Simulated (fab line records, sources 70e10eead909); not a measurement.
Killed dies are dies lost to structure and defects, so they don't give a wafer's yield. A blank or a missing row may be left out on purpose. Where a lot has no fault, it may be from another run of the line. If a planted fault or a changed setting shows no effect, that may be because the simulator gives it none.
Chamber matching	flow nand harc	NHARC_P_M1_DEP_33 on pecvd-03: 3 sister chambers
The step deposits SiCN, target thk 30 nm. 16 wafers are shown with their chamber, then 8 later ones without.

## EACH WAFER AND ITS CHAMBER
wafer	chamber	heater power w (W)	rf fwd power W (W)
L609.3	0	600	451.3
L609.5	1	588	448.8
L609.6	0	593	449.2
L611.2	1	563	449.6
L611.3	2	626	449.9
L611.4	0	662	448.4
L612.2	2	607	446.6
L612.4	2	607	448.5
L612.5	1	612	451.7
L618.1	2	532	448.7
L618.4	2	534	449.1
L618.6	1	584	450.3
L619.1	2	546	449.6
L619.2	0	656	446.3
L619.4	2	547	449.4
L624.2	0	624	449.7

SIGNATURES (means of the wafers above)
reading	chamber 0	chamber 1	chamber 2	scatter within a chamber
heater power w	627.00	586.75	571.29	33.8
rf fwd power W	448.980	450.100	448.829	1.39
Rule: a wafer lies at a distance from a chamber equal to the root of the sum of squares, over the readings, of (its reading less the chamber's mean, divided by the reading's scatter). If the next closest chamber is less than 2 further off than the closest, the wafer can't be placed; otherwise it belongs to the closest. The scatter is the square root of a quotient: the sum, over the shown wafers, of each reading's squared deviation from its chamber's mean, divided by wafers minus chambers.

## WAFERS WHOSE CHAMBER IS MISSING
wafer	heater power w (W)	rf fwd power W (W)
L624.3	619	450.0
L624.4	648	450.6
L625.1	601	450.4
L625.3	613	451.1
L625.5	639	449.3
L628.2	631	448.8
L628.4	538	449.4
L628.5	611	450.0

## THE CHAMBER EACH PASSED THROUGH
wafer	from the rows above	in truth
L624.3	can't be placed: 0 or 1 or 2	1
L624.4	can't be placed: 0 or 1 or 2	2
L625.1	can't be placed: 1 or 0 or 2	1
L625.3	can't be placed: 1 or 0 or 2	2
L625.5	can't be placed: 0 or 1 or 2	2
L628.2	can't be placed: 0 or 1 or 2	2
L628.4	can't be placed: 2 or 1 or 0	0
L628.5	can't be placed: 1 or 0 or 2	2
0 of 8 placed correctly. Unplaceable from these rows: 8, with the true chamber sitting among the candidates in 8. Number placed wrongly: 0.
